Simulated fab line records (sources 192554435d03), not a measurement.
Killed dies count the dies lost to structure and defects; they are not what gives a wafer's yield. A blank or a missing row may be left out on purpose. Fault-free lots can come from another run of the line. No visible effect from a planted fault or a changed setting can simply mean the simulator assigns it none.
Code-filled problem report in 8D (eight disciplines) form ; flow n5Finfet ; the parts of the form that need people (team, actions taken, sign-off) are left out

1. PROBLEM STATEMENT
At N5_BEOL_M0_CO_CAP_123, runLengthS averages 175.1 s over 3 wafers from 3 lots, while fault-free wafers read 124.3 s, standard deviation 0.53. Relative to the usual mean, that is a shift of +96 standard deviations.
The step: material Co, precursor CCTBA/H2, target thk 2 nm, time 102.1 s.
First observed at day 8 04:25: wafer L223.4, on cvdCo-02. The record has a number at this step for 20 wafers belonging to 7 lots. The rule behind "out" and "out of limits": a value lying over 4 standard deviations away from the usual mean. All remaining wafers that have a number are taken as sound.

2. WHAT IT IS AND WHAT IT IS NOT
question;is;is not
which readings at this step;runLengthS;heaterPowerW
which lots;L223, L224, L226;L217, L219, L232, L237
which wafers of those lots;L223.4, L224.6, L226.6;L223.3, L224.1, L224.3, L226.1, L226.5
read on which tools;cvdCo-02;cvdCo-01
when;from day 8 04:25;"up to then (7 sound wafers); but 10 sound wafers of L224, L226, L232, L237 came after"

3. SUSPECTS, AND WHAT RULES EACH OUT
Counting: a tool at a process step up to the reading stays a suspect if it ran every lot that is out. Sound lots after the first of them don't rule it out here, since some wafers of a struck lot are sound.
- cvdCo-02 at N5_BEOL_M0_PRE_CLEAN_131 (time 15 s): kept. Ran every lot that is out, first one L223 (day 8 04:22); last sound lot up to then L219 (day 6 20:35).
- cvdCo-02 at N5_BEOL_M0_CO_CAP_123 (material Co, precursor CCTBA/H2, target thk 2 nm, time 102.1 s): kept. Ran every lot that is out, first one L223 (day 8 04:25); last sound lot up to then L219 (day 6 20:37). Its own runLengthS readings are out on those wafers.
The count leaves cvdCo-02 at N5_BEOL_M0_CO_CAP_123 and cvdCo-02 at N5_BEOL_M0_PRE_CLEAN_131.

4. THE CAUSE (what the simulator had put in)
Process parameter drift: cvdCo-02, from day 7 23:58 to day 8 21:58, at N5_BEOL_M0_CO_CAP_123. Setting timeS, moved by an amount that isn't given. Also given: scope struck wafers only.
Of the 2 suspects that counting leaves, this tool is one.

5. THE CHAIN OF EFFECTS, in route order
Each row: a reading where the mean over the struck wafers with a number is more than 3 standard deviations away from the usual. Only readings for which the record gives a usual standard deviation are gone through. hours: the time from each lot's start at the first step in this table that gives one to its start at this step, as a median over the lots. sigmas: the change in usual standard deviations.
hours;step;reading;usual;on struck wafers;change;sigmas
0;N5_BEOL_M0_CO_CAP_123;runLengthS;124.3 s;175.1;+50.8;+96
The process steps in it:
- N5_BEOL_M0_CO_CAP_123: material Co, precursor CCTBA/H2, target thk 2 nm, time 102.1 s.
At these later measuring or inspecting steps, every struck wafer for which the step has a row has a number for every such reading, and none has moved that far: N5_BEOL_M4_RC_MEAS_101.

6. WHAT WOULD HAVE CAUGHT IT SOONER
4 hours passed between the start of the fault at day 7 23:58 and the first reading out of limits in this record, taken at day 8 04:25.
